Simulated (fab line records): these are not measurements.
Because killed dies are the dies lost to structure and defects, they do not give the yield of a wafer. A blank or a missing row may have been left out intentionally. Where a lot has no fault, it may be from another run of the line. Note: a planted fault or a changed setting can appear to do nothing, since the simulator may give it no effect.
Matching of chambers / flow n5_finfet / ald_metal-02 running N5_BEOL_M8_ALD_77: 4 sister chambers
The step deposits TaN, target thk 2 nm, pulse time 2 s, purge time 3 s. 8 wafers are shown with their chamber, then 11 later ones without.

WAFERS PAIRED WITH THEIR CHAMBERS
wafer=L078.1; chamber=2; heater_power_w (W)=482; precursor_vessel_temp_c (C)=74.93
wafer=L080.2; chamber=0; heater_power_w (W)=454; precursor_vessel_temp_c (C)=75.05
wafer=L084.6; chamber=0; heater_power_w (W)=445; precursor_vessel_temp_c (C)=74.97
wafer=L085.4; chamber=2; heater_power_w (W)=485; precursor_vessel_temp_c (C)=75.22
wafer=L085.5; chamber=1; heater_power_w (W)=396; precursor_vessel_temp_c (C)=74.82
wafer=L087.4; chamber=1; heater_power_w (W)=387; precursor_vessel_temp_c (C)=74.95
wafer=L087.5; chamber=3; heater_power_w (W)=446; precursor_vessel_temp_c (C)=75.16
wafer=L090.1; chamber=3; heater_power_w (W)=449; precursor_vessel_temp_c (C)=75.04

WAFERS WITHOUT THEIR CHAMBER
wafer=L090.4; heater_power_w (W)=437; precursor_vessel_temp_c (C)=75.18
wafer=L090.5; heater_power_w (W)=468; precursor_vessel_temp_c (C)=74.89
wafer=L093.1; heater_power_w (W)=389; precursor_vessel_temp_c (C)=75.13
wafer=L093.2; heater_power_w (W)=475; precursor_vessel_temp_c (C)=74.92
wafer=L093.3; heater_power_w (W)=442; precursor_vessel_temp_c (C)=74.98
wafer=L094.2; heater_power_w (W)=470; precursor_vessel_temp_c (C)=74.98
wafer=L094.4; heater_power_w (W)=440; precursor_vessel_temp_c (C)=75.27
wafer=L094.5; heater_power_w (W)=481; precursor_vessel_temp_c (C)=75.01
wafer=L092.2; heater_power_w (W)=400; precursor_vessel_temp_c (C)=74.84
wafer=L092.4; heater_power_w (W)=481; precursor_vessel_temp_c (C)=74.88
wafer=L092.6; heater_power_w (W)=457; precursor_vessel_temp_c (C)=75.03

EACH ONE'S CHAMBER
wafer=L090.4; from the rows above=can't be placed: 3 or 0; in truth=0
wafer=L090.5; from the rows above=can't be placed: 2 or 0 or 3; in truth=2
wafer=L093.1; from the rows above=1; in truth=1
wafer=L093.2; from the rows above=2; in truth=2
wafer=L093.3; from the rows above=can't be placed: 3 or 0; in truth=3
wafer=L094.2; from the rows above=can't be placed: 2 or 0 or 3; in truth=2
wafer=L094.4; from the rows above=can't be placed: 3 or 0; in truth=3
wafer=L094.5; from the rows above=2; in truth=2
wafer=L092.2; from the rows above=1; in truth=1
wafer=L092.4; from the rows above=2; in truth=2
wafer=L092.6; from the rows above=can't be placed: 0 or 3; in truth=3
Placed correctly: 5 of 11. From these rows, 6 cannot be placed; in 6 the true chamber is one of the candidates. Wrongly placed: 0.
How it was worked out, from the rows above alone: a wafer's distance from a chamber is the root of the sum, over the readings, of the square of ((its reading less the chamber's mean) divided by the reading's scatter). If the next closest chamber is less than 2 further off than the closest, the wafer can't be placed; otherwise it belongs to the closest. For every chamber, the mean is computed from those of its wafers that are shown. The scatter: the root of (the sum of the squares of (reading less its chamber's mean) over the shown wafers, divided by (wafers less chambers)).
